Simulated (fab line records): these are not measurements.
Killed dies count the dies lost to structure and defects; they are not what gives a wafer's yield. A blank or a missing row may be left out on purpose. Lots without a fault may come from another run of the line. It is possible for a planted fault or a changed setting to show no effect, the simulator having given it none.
Matching of chambers -- flow n5Finfet -- 4 sister chambers for N5_GATE_CUT_ETCH_28 on rieDiel-03
The step etches underlayer in N2/H2, target depth 13 nm, time 10.4 s. 20 wafers are shown with their chamber, then 10 later ones without.

EACH WAFER AND ITS CHAMBER
wafer,chamber,showerheadPlenumPTorr (Torr),throttleValvePct (%),drypumpMotorCurrentA (A)
L074.1,2,2.38,18.02,6.0
L074.3,3,2.41,17.64,5.8
L074.5,1,2.65,18.14,6.3
L076.2,2,2.38,18.04,6.0
L076.4,1,2.65,18.16,6.3
L076.6,2,2.38,18.03,6.0
L080.1,2,2.38,18.05,6.0
L080.5,2,2.38,18.03,6.0
L080.6,3,2.40,17.64,5.7
L081.1,3,2.40,17.65,5.7
L081.5,3,2.40,17.66,5.8
L081.6,2,2.38,18.05,6.0
L082.1,1,2.64,18.16,6.3
L082.3,3,2.40,17.64,5.8
L082.5,2,2.38,18.06,6.0
L085.1,0,2.64,17.81,5.7
L085.2,1,2.64,18.18,6.3
L085.6,2,2.37,18.07,6.0
L088.3,0,2.64,17.84,5.7
L088.5,1,2.64,18.19,6.2

SIGNATURES (averages over the wafers above)
reading,chamber 0,chamber 1,chamber 2,chamber 3,scatter within a chamber
showerheadPlenumPTorr,2.6400,2.6440,2.3788,2.4020,0.00424
throttleValvePct,17.8250,18.1660,18.0437,17.6460,0.0164
drypumpMotorCurrentA,5.700,6.280,6.000,5.760,0.0354
Rule: distance of a wafer from a chamber = root of the sum over the readings of ((wafer's reading minus chamber's mean) / reading's scatter) squared. The wafer belongs to the nearest chamber; if the next one is less than 2 further off, it can't be placed. The scatter is the square root of a quotient: the sum, over the shown wafers, of each reading's squared deviation from its chamber's mean, divided by wafers minus chambers.

WAFERS MISSING THEIR CHAMBER
wafer,showerheadPlenumPTorr (Torr),throttleValvePct (%),drypumpMotorCurrentA (A)
L088.6,2.37,18.06,6.0
L091.1,2.39,17.69,5.8
L091.2,2.63,17.86,5.7
L091.6,2.39,17.70,5.8
L092.1,2.64,18.20,6.3
L092.2,2.39,17.68,5.7
L092.3,2.63,17.84,5.7
L093.1,2.63,18.20,6.3
L093.2,2.39,17.69,5.8
L093.3,2.63,17.84,5.7

WHICH CHAMBER EACH ONE RAN IN
wafer,from the rows above,in truth
L088.6,2,2
L091.1,3,3
L091.2,0,0
L091.6,3,3
L092.1,1,1
L092.2,3,3
L092.3,0,0
L093.1,1,1
L093.2,3,3
L093.3,0,0
Correctly placed: 10 of 10. Number that these rows cannot place: 0. Wrongly placed: 0.
